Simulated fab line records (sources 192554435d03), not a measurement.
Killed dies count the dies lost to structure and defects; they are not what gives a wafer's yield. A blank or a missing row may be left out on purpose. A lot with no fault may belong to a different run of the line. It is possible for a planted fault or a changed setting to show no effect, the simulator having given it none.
Which tool did it? :: flow n5Finfet :: Sampling: 10 lots, 30 wafers, 4 of 1938 route steps

WHAT EACH GAUGE READ, for each wafer
N5_BEOL_M7_CD_MEAS_18: pitch 80 nm, target cd 40 nm.
lot: L162
measured: day 10 19:37
on: cdSem-01
cdNm (nm): 41.0 39.9 40.4

lot: L164
measured: day 11 06:32
on: cdSem-03
cdNm (nm): 40.0 39.4 40.3

lot: L163
measured: day 11 16:32
on: cdSem-01
cdNm (nm): 40.0 40.6 39.8

lot: L165
measured: day 11 20:15
on: cdSem-02
cdNm (nm): 39.1 39.2 40.4

lot: L167
measured: day 12 16:09
on: cdSem-02
cdNm (nm): 39.5 40.1 41.3

lot: L175
measured: day 14 19:41
on: cdSem-03
cdNm (nm): 38.9 39.8 40.0

lot: L178
measured: day 15 11:44
on: cdSem-01
cdNm (nm): 38.2 39.5 39.8

lot: L179
measured: day 15 19:02
on: cdSem-03
cdNm (nm): 39.8 40.7 40.1

lot: L181
measured: day 16 16:17
on: cdSem-01
cdNm (nm): 41.0 40.2 40.4

lot: L183
measured: day 17 19:47
on: cdSem-01
cdNm (nm): 40.0 40.2 39.8

N5_BEOL_M7_OCD_MEAS_38.
lot: L162
measured: day 10 20:52
on: ocd-01
trenchDepthNm (nm): 91.4 93.6 94.2

lot: L164
measured: day 11 08:14
on: ocd-02
trenchDepthNm (nm): 95.1 96.0 94.5

lot: L163
measured: day 11 19:28
on: ocd-02
trenchDepthNm (nm): 94.1 94.2 95.0

lot: L165
measured: day 11 21:41
on: ocd-02
trenchDepthNm (nm): 93.6 93.0 93.0

lot: L167
measured: day 12 18:20
on: ocd-01
trenchDepthNm (nm): 92.8 93.0 93.6

lot: L175
measured: day 14 23:11
on: ocd-01
trenchDepthNm (nm): 91.8 94.1 93.7

lot: L178
measured: day 15 13:17
on: ocd-01
trenchDepthNm (nm): 94.8 94.3 91.1

lot: L179
measured: day 15 21:16
on: ocd-02
trenchDepthNm (nm): 96.6 92.6 92.0

lot: L181
measured: day 16 19:52
on: ocd-01
trenchDepthNm (nm): 93.1 92.3 92.2

lot: L183
measured: day 17 23:28
on: ocd-01
trenchDepthNm (nm): 97.8 95.7 94.2

EACH LOT AND THE TOOL THAT RAN IT (in order: tool; ch and the chambers of the sampled wafers; start)
lot: L162
N5_BEOL_M7_HM_OPEN_17: rieMetal-02 ch 0,1, day 10 19:28
N5_BEOL_M7_VIA_ETCH_34: rieDiel-05 ch 0,1,2, day 10 20:37

lot: L164
N5_BEOL_M7_HM_OPEN_17: rieMetal-01 ch 0,1, day 11 06:16
N5_BEOL_M7_VIA_ETCH_34: rieDiel-05 ch 1,2,3, day 11 07:59

lot: L163
N5_BEOL_M7_HM_OPEN_17: rieMetal-02 ch 1, day 11 16:16
N5_BEOL_M7_VIA_ETCH_34: rieDiel-05 ch 1,2,3, day 11 19:13

lot: L165
N5_BEOL_M7_HM_OPEN_17: rieMetal-01 ch 0,1, day 11 20:04
N5_BEOL_M7_VIA_ETCH_34: rieDiel-04 ch 0,1,2, day 11 21:26

lot: L167
N5_BEOL_M7_HM_OPEN_17: rieMetal-01 ch 1, day 12 15:58
N5_BEOL_M7_VIA_ETCH_34: rieDiel-04 ch 1,2, day 12 18:05

lot: L175
N5_BEOL_M7_HM_OPEN_17: rieMetal-03 ch 0,1, day 14 19:30
N5_BEOL_M7_VIA_ETCH_34: rieDiel-05 ch 0,1,2, day 14 22:56

lot: L178
N5_BEOL_M7_HM_OPEN_17: rieMetal-01 ch 0, day 15 11:28
N5_BEOL_M7_VIA_ETCH_34: rieDiel-05 ch 0,2,3, day 15 13:03

lot: L179
N5_BEOL_M7_HM_OPEN_17: rieMetal-01 ch 0, day 15 18:49
N5_BEOL_M7_VIA_ETCH_34: rieDiel-04 ch 1,2,3, day 15 21:01

lot: L181
N5_BEOL_M7_HM_OPEN_17: rieMetal-01 ch 0, day 16 16:01
N5_BEOL_M7_VIA_ETCH_34: rieDiel-04 ch 0,1,2, day 16 19:37

lot: L183
N5_BEOL_M7_HM_OPEN_17: rieMetal-02 ch 0,1, day 17 19:38
N5_BEOL_M7_VIA_ETCH_34: rieDiel-05 ch 0,1,2, day 17 23:13
- N5_BEOL_M7_HM_OPEN_17: chemistry Cl2/BCl3, target TiN, target depth 20 nm, overetch 6 nm.
- N5_BEOL_M7_VIA_ETCH_34: etches SiCOH lowk in C4F6/O2, target depth 125.5 nm, time 50.5 s.

AS READ BY THE TOOLS THEMSELVES (means over the sampled wafers that have a number; for cases with no such wafer, the mark the record gives instead)
N5_BEOL_M7_HM_OPEN_17.
lot: L162
tool: rieMetal-02
chamberPressureMTorr (mTorr): 9.998
drypumpMotorCurrentA (A): 5.9
oesProductAu (a.u.): 0.65
rfFwdPowerW (W): 998
throttleValvePct (%): 22.18

lot: L164
tool: rieMetal-01
chamberPressureMTorr (mTorr): 10.006
drypumpMotorCurrentA (A): 5.2
oesProductAu (a.u.): 0.69
rfFwdPowerW (W): 994
throttleValvePct (%): 22.00

lot: L163
tool: rieMetal-02
chamberPressureMTorr (mTorr): 9.998
drypumpMotorCurrentA (A): 6.4
oesProductAu (a.u.): 0.73
rfFwdPowerW (W): 993
throttleValvePct (%): 22.25

lot: L165
tool: rieMetal-01
chamberPressureMTorr (mTorr): 9.998
drypumpMotorCurrentA (A): 5.4
oesProductAu (a.u.): 0.69
rfFwdPowerW (W): 995
throttleValvePct (%): 21.88

lot: L167
tool: rieMetal-01
chamberPressureMTorr (mTorr): 9.994
drypumpMotorCurrentA (A): 5.6
oesProductAu (a.u.): 0.67
rfFwdPowerW (W): 993
throttleValvePct (%): 21.81

lot: L175
tool: rieMetal-03
chamberPressureMTorr (mTorr): 10.002
drypumpMotorCurrentA (A): 5.4
oesProductAu (a.u.): 0.71
rfFwdPowerW (W): 997
throttleValvePct (%): 22.19

lot: L178
tool: rieMetal-01
chamberPressureMTorr (mTorr): 10.001
drypumpMotorCurrentA (A): 4.9
oesProductAu (a.u.): 0.68
rfFwdPowerW (W): 994
throttleValvePct (%): 22.09

lot: L179
tool: rieMetal-01
chamberPressureMTorr (mTorr): 9.999
drypumpMotorCurrentA (A): 4.9
oesProductAu (a.u.): 0.69
rfFwdPowerW (W): 995
throttleValvePct (%): 22.09

lot: L181
tool: rieMetal-01
chamberPressureMTorr (mTorr): 10.002
drypumpMotorCurrentA (A): 5.0
oesProductAu (a.u.): 0.68
rfFwdPowerW (W): 998
throttleValvePct (%): 22.09

lot: L183
tool: rieMetal-02
chamberPressureMTorr (mTorr): 9.996
drypumpMotorCurrentA (A): 5.4
oesProductAu (a.u.): 0.74
rfFwdPowerW (W): 988
throttleValvePct (%): 21.96

N5_BEOL_M7_VIA_ETCH_34.
lot: L162
tool: rieDiel-05
chamberPressureMTorr (mTorr): 30.008
drypumpMotorCurrentA (A): 5.4
oes_f_703_au (a.u.): 0.79
oesProductAu (a.u.): 0.77
rfFwdPowerW (W): 340.2
rfVppV (V): 658
showerheadPlenumPTorr (Torr): 2.90
throttleValvePct (%): 21.08

lot: L164
tool: rieDiel-05
chamberPressureMTorr (mTorr): 30.022
drypumpMotorCurrentA (A): 5.5
oes_f_703_au (a.u.): 0.83
oesProductAu (a.u.): 0.82
rfFwdPowerW (W): 341.9
rfVppV (V): 656
showerheadPlenumPTorr (Torr): 2.85
throttleValvePct (%): 21.03

lot: L163
tool: rieDiel-05
chamberPressureMTorr (mTorr): 30.025
drypumpMotorCurrentA (A): 5.5
oes_f_703_au (a.u.): 0.82
oesProductAu (a.u.): 0.81
rfFwdPowerW (W): 341.2
rfVppV (V): 655
showerheadPlenumPTorr (Torr): 2.84
throttleValvePct (%): 21.04

lot: L165
tool: rieDiel-04
chamberPressureMTorr (mTorr): 29.997
drypumpMotorCurrentA (A): 5.7
oes_f_703_au (a.u.): 0.75
oesProductAu (a.u.): 0.75
rfFwdPowerW (W): 341.4
rfVppV (V): 656
showerheadPlenumPTorr (Torr): 2.77
throttleValvePct (%): 20.96

lot: L167
tool: rieDiel-04
chamberPressureMTorr (mTorr): 29.982
drypumpMotorCurrentA (A): 5.6
oes_f_703_au (a.u.): 0.80
oesProductAu (a.u.): 0.86
rfFwdPowerW (W): 342.0
rfVppV (V): 651
showerheadPlenumPTorr (Torr): 2.75
throttleValvePct (%): 20.93

lot: L175
tool: rieDiel-05
chamberPressureMTorr (mTorr): 29.985
drypumpMotorCurrentA (A): 5.4
oes_f_703_au (a.u.): 0.76
oesProductAu (a.u.): 0.74
rfFwdPowerW (W): 341.0
rfVppV (V): 658
showerheadPlenumPTorr (Torr): 2.88
throttleValvePct (%): 21.13

lot: L178
tool: rieDiel-05
chamberPressureMTorr (mTorr): 29.975
drypumpMotorCurrentA (A): 5.1
oes_f_703_au (a.u.): 0.75
oesProductAu (a.u.): 0.74
rfFwdPowerW (W): 340.9
rfVppV (V): 655
showerheadPlenumPTorr (Torr): 2.81
throttleValvePct (%): 21.04

lot: L179
tool: rieDiel-04
chamberPressureMTorr (mTorr): 29.992
drypumpMotorCurrentA (A): 5.7
oes_f_703_au (a.u.): 0.83
oesProductAu (a.u.): 0.82
rfFwdPowerW (W): 341.5
rfVppV (V): 655
showerheadPlenumPTorr (Torr): 2.76
throttleValvePct (%): 20.97

lot: L181
tool: rieDiel-04
chamberPressureMTorr (mTorr): 29.989
drypumpMotorCurrentA (A): 5.7
oes_f_703_au (a.u.): 0.80
oesProductAu (a.u.): 0.79
rfFwdPowerW (W): 342.9
rfVppV (V): 655
showerheadPlenumPTorr (Torr): 2.75
throttleValvePct (%): 20.90

lot: L183
tool: rieDiel-05
chamberPressureMTorr (mTorr): 29.983
drypumpMotorCurrentA (A): 5.4
oes_f_703_au (a.u.): 0.83
oesProductAu (a.u.): 0.82
rfFwdPowerW (W): 341.9
rfVppV (V): 657
showerheadPlenumPTorr (Torr): 2.87
throttleValvePct (%): 21.05

THE ANSWER, worked out from the rows above alone
Rule: what is usual is taken from the lots themselves. The widest of any qualifying gaps counts: lots, ordered by their means at a reading, are off when they make up no more than a third of the lots, leave a main group of 4 or more, and stand apart from it by 3 or more times the standard deviation of that group's means. The tables above print the reading to a certain number of digits; a main group whose means all agree to those digits is not used. A lot without any number at a reading at which 4 lots or more have one is off too. All remaining lots with rows at the step are treated as sound. After the gauges, taken in route order, come the tools' own readings; for these a lot's mean is taken, as printed above. The first step at which some lot is off is used, and at that step the reading that is off furthest; a lot without a number counts as furthest.
Off: L167, at N5_BEOL_M7_VIA_ETCH_34 (rfVppV). The main group: mean 656 V, standard deviation 1.2.
A tool fits if, at that step or a process step before it, it ran every lot that is off, and no sound lot after the first of them. Not one of the candidates tried fits.

WHAT HAD BEEN PUT IN BY THE SIMULATOR
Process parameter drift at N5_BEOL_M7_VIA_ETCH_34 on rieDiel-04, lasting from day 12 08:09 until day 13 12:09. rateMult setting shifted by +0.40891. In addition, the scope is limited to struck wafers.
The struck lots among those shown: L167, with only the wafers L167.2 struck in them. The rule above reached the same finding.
